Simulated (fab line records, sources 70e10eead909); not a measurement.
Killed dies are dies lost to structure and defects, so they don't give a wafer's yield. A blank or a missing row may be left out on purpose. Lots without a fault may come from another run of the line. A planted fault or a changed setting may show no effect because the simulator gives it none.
Problem report in the 8D (eight disciplines) form, filled by code | flow nand_harc | the parts of the form that need people (team, actions taken, sign-off) are left out

1. THE PROBLEM
cd_nm at NHARC_A_CHANNEL_HOLE_D2_CD_MEAS_10 reads a mean of 83.8 nm on 6 wafers of 2 lots; wafers without a fault read 99.8 nm with a standard deviation of 0.41. That is -39 standard deviations from the usual mean.
The step: target cd 100 nm.
First seen on wafer L802.1, day 19 09:14, on cd_sem-03. The record holds 30 wafers of 10 lots with a number at this step. Rule for "out", or "out of limits": more than 4 standard deviations from the usual mean. The other wafers with a number count as sound.

2. WHAT IT IS AND WHAT IT IS NOT
question                    | is                     | is not
which readings at this step | cd_nm                  | -
which lots                  | L802, L803             | L789, L791, L792, L793, L798, L800, L809, L810
which wafers of those lots  | all that have a number | -
read on which gauges        | cd_sem-02, cd_sem-03   | -
when                        | from day 19 09:14      | up to then (18 sound wafers); but 6 sound wafers of L809, L810 came after

3. SUSPECTS, AND WHAT RULES EACH OUT
Counting: a tool at a process step up to the reading stays a suspect if it ran every lot that is out and no sound lot after the first of them.
- the gauge at NHARC_A_CHANNEL_HOLE_D2_CD_MEAS_10: ruled out. The wafers that are out were read on 2 gauges (cd_sem-02, cd_sem-03).
- litho_track-04 at NHARC_A_CHANNEL_HOLE_D2_PEB_08 (peb time 65 s): ruled out as a lasting fault. Sound lots L810 ran on it after its first lot that is out, L802 (day 19 09:09).
Left after counting: nothing in the record.

4. THE CAUSE (what the simulator had put in)
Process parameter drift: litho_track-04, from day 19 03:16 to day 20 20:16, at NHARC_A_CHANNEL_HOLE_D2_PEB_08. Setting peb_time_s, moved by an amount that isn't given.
Counting ruled it out, wrongly: the rule takes a fault to strike every lot that its tool runs from its start on, and this one did not.

5. THE CHAIN OF EFFECTS, in route order
Each row: a reading whose mean over the struck wafers that have a number lies more than 3 standard deviations from the usual. Only readings for which the record gives a usual standard deviation are gone through. hours: the time from each lot's start at the first step in this table that gives one to its start at this step, as a median over the lots. sigmas: the change in usual standard deviations.
hours | step                               | reading              | usual   | on struck wafers | change | sigmas
0     | NHARC_A_CHANNEL_HOLE_D2_PEB_08     | heater_power_total_W | 156.6 W | 212.7            | +56.1  | +99 or more
0     | NHARC_A_CHANNEL_HOLE_D2_CD_MEAS_10 | cd_nm                | 99.8 nm | 83.8             | -16.0  | -39
1     | NHARC_A_CHANNEL_HOLE_D2_CD_MEAS_18 | cd_nm                | 99.2 nm | 84.6             | -14.6  | -8.6
7     | NHARC_A_CHANNEL_HOLE_D2_CD_MEAS_31 | cd_nm                | 89.6 nm | 74.2             | -15.4  | -16
8     | NHARC_A_CHANNEL_HOLE_D2_XSEM_32    | bot_cd_nm            | 74.0 nm | 58.7             | -15.3  | -15
263   | NHARC_END_SORT_01                  | killed_at_array      | 44      | 204              | +160   | +10
263   | NHARC_END_SORT_01                  | killed_dies          | 48      | 211              | +163   | +10
The process steps in it:
- NHARC_A_CHANNEL_HOLE_D2_PEB_08: peb time 65 s.
- NHARC_A_CHANNEL_HOLE_D2_XSEM_32

6. WHAT WOULD HAVE CAUGHT IT SOONER
In this record the first reading out of limits at a measuring or inspecting step was taken at day 19 09:14, 6 hours after the fault began at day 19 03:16.
The tool's own readings at NHARC_A_CHANNEL_HOLE_D2_PEB_08 were out on every struck wafer that the step has a row for (heater_power_total_W): an alarm limit on them would have fired on the first of those.
